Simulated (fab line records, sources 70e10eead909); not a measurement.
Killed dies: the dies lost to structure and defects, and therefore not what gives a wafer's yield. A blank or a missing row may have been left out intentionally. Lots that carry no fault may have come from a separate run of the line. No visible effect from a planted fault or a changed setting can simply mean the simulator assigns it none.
One fault through the eyes of 2 desks ; flow nand harc ; only its own numbers are on each desk; what lay behind them is given at the end

== AT THE METROLOGY DESK ==
Lot by lot, what the gauges showed, no matter which tool ran the lot: averages of those sampled wafers that carry a number. The brackets show how far a lot's mean lies from the usual mean; more than 4 standard deviations puts the lot out of limits, marked OUT.
Columns: A = thk nm at NHARC_P_BONDPAD_THK_MEAS_33, usual 199.9 nm
lot;first seen here;A
L133;day 6 09:16;198.5
L134;day 6 10:02;199.6
L138;day 7 17:21;198.6
L141;day 8 07:07;198.9
L142;day 8 07:55;200.1
L148;day 10 06:26;200.4
L149;day 10 13:56;200.0
L152;day 10 22:03;200.7
L153;day 11 08:43;200.2
L154;day 11 09:26;199.6
L156;day 12 00:08;198.7
This desk's verdict: no lot among the 11 shows anything out of limits.

== TOOL OWNER'S DESK, litho track-05 ==
At NHARC_P_BONDPAD_SOFTBAKE_04 (time 70 s), the tool's own readings, given per lot that ran on this tool as the mean of the sampled wafers with a number. The brackets show how far a lot's mean lies from the usual mean; more than 4 standard deviations puts the lot out of limits, marked OUT.
Columns: A = heater power total W at NHARC_P_BONDPAD_SOFTBAKE_04, usual 200.8 W
lot;first seen here;A
L133;day 6 09:00;199.7
L141;day 8 07:00;211.9 (+8.5) OUT
L142;day 8 08:00;235.4 (+27) OUT
This desk's finding: out of limits on L141, L142; first on L141, day 8 07:00 (heater power total W at NHARC_P_BONDPAD_SOFTBAKE_04). Within limits: L133.

== PUT TOGETHER ==
At day 8 07:00, on L141, L142, the tool owner's desk was in a position to raise an alarm.
Nothing out of limits was seen by the metrology desk.
The metrology desk has L141, L142 on record, within its limits.
Every lot named ran NHARC_P_BONDPAD_SOFTBAKE_04 on litho track-05.

== WHAT WAS PUT IN BY THE SIMULATOR ==
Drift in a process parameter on litho track-05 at NHARC_P_BONDPAD_SOFTBAKE_04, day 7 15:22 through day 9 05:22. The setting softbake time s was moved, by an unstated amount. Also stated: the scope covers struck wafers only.
Struck lots among those shown: L141, L142.
Each desk's first reading out of limits, in hours after the fault started: the tool owner's desk, 16.
